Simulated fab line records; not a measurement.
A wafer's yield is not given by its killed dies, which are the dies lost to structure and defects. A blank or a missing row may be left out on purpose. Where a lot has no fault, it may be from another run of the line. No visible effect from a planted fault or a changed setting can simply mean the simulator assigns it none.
Problem report, 8D (eight disciplines) form, completed by code / flow n5 finfet / the parts of the form that need people (team, actions taken, sign-off) are left out

## 1. WHAT WENT WRONG
trench depth nm at N5_STI_FIN_REVEAL_FIN_H_MEAS_10 reads a mean of 46.4 nm on 6 wafers of 2 lots; wafers without a fault read 51.8 nm with a standard deviation of 0.67. That puts it -8.1 standard deviations away from the usual mean.
First observed at day 5 20:36: wafer L428.3, on ocd-01. The record has a number at this step for 27 wafers belonging to 9 lots. The rule behind "out" and "out of limits": a value lying over 4 standard deviations away from the usual mean. All remaining wafers that have a number are taken as sound.

## 2. WHAT IT IS; WHAT IT IS NOT
question=which readings at this step | is=trench depth nm | is not=-
question=which lots | is=L428, L429 | is not=L415, L416, L418, L419, L423, L425, L438
question=which wafers of those lots | is=all that have a number | is not=-
question=read on which gauges | is=ocd-01 | is not=ocd-02
question=when | is=from day 5 20:36 | is not=up to then (18 sound wafers); but 3 sound wafers of L438 came after

## 3. WHAT RULES OUT EACH SUSPECT
Counting: a tool stays on the suspect list if, at a process step up to the reading, it processed all lots that are out and no sound lot following the first of them.
- the gauge at N5_STI_FIN_REVEAL_FIN_H_MEAS_10 is ruled out. All the wafers that are out were read on ocd-01, but those of them that N5_BEOL_M4_RC_MEAS_101 has rows for are out there too, on other tools.
- rie si-03 at N5_FIN_CUT_CUT_ETCH_15 (etches Si in HBr/Cl2/O2, target depth 100 nm, bt time 10 s, time 42.4 s): ruled out as a lasting fault. The sound lots L438 went through it after L428, its earliest lot that is out (day 5 11:34).
- vapor etch-02 at N5_STI_FIN_REVEAL_RECESS_09 (chemistry HF/NH3, target SiO2, afs cycles 11, target depth 42.5 nm, sublimation time 60 s): kept. All lots that are out passed through it, beginning with L428 at day 5 18:26, and no sound lot followed; its final sound lot before that point was L423 at day 4 11:15.
Left after counting: vapor etch-02 at N5_STI_FIN_REVEAL_RECESS_09.

## 4. THE CAUSE (what the simulator had put in)
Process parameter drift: vapor etch-02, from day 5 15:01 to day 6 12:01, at N5_STI_FIN_REVEAL_RECESS_09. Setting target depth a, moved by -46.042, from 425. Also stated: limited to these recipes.
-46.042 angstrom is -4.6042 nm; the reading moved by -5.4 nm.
Counting left only this tool.

## 5. THE CHAIN OF EFFECTS, in route order
Each row: a reading where the mean over the struck wafers with a number is more than 3 standard deviations away from the usual. Scope: only readings with a usual standard deviation given in the record; hours: median across lots of the time from each lot's start at the first step in this table that gives one to its start at this step; sigmas: change in usual standard deviations.
hours=0; step=N5_STI_FIN_REVEAL_FIN_H_MEAS_10; reading=trench depth nm; usual=51.8 nm; on struck wafers=46.4; change=-5.4; sigmas=-8.1
hours=125; step=N5_BEOL_M4_RC_MEAS_101; reading=DIBL_N; usual=36.4 mV/V; on struck wafers=48.2; change=+11.9; sigmas=+7.9
hours=125; step=N5_BEOL_M4_RC_MEAS_101; reading=IOFF_N; usual=0.155 nA/um; on struck wafers=0.941; change=+0.786; sigmas=+37
hours=125; step=N5_BEOL_M4_RC_MEAS_101; reading=IOFF_N_85C; usual=3.0 nA/um; on struck wafers=13.7; change=+10.7; sigmas=+31
hours=125; step=N5_BEOL_M4_RC_MEAS_101; reading=IOFF_P; usual=0.211 nA/um; on struck wafers=0.428; change=+0.217; sigmas=+7.8
hours=125; step=N5_BEOL_M4_RC_MEAS_101; reading=IOFF_P_85C; usual=3.6 nA/um; on struck wafers=6.5; change=+2.9; sigmas=+7.4
hours=125; step=N5_BEOL_M4_RC_MEAS_101; reading=ION_N; usual=671 uA/um; on struck wafers=621; change=-50; sigmas=-5.9
hours=125; step=N5_BEOL_M4_RC_MEAS_101; reading=ION_P; usual=462 uA/um; on struck wafers=425; change=-37; sigmas=-6.4
hours=125; step=N5_BEOL_M4_RC_MEAS_101; reading=SS_N; usual=71.5 mV/dec; on struck wafers=87.4; change=+15.9; sigmas=+32
hours=125; step=N5_BEOL_M4_RC_MEAS_101; reading=SS_P; usual=73.4 mV/dec; on struck wafers=77.7; change=+4.3; sigmas=+7.4
hours=226; step=N5_PASSIVATION_PROBE_49; reading=sort n pass; usual=1080; on struck wafers=1; change=-1079; sigmas=-67
hours=226; step=N5_PASSIVATION_PROBE_49; reading=sort yield pct; usual=91.5 %; on struck wafers=0.0; change=-91.5; sigmas=-65
Process steps it contains:
- N5_PASSIVATION_PROBE_49

## 6. WHAT WOULD HAVE CAUGHT IT SOONER
6 hours passed between the start of the fault at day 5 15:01 and the first reading out of limits at a measuring or inspecting step in this record, taken at day 5 20:36.
An alarm limit of 4 standard deviations would not have fired on the tool readings at N5_STI_FIN_REVEAL_RECESS_09 for which the record gives a usual standard deviation, since none of them was out on any struck wafer.
L429, from the lots that are out (2), started N5_STI_FIN_REVEAL_RECESS_09 on vapor etch-02 later than day 5 20:36. Holding the tool at that time would have saved it.
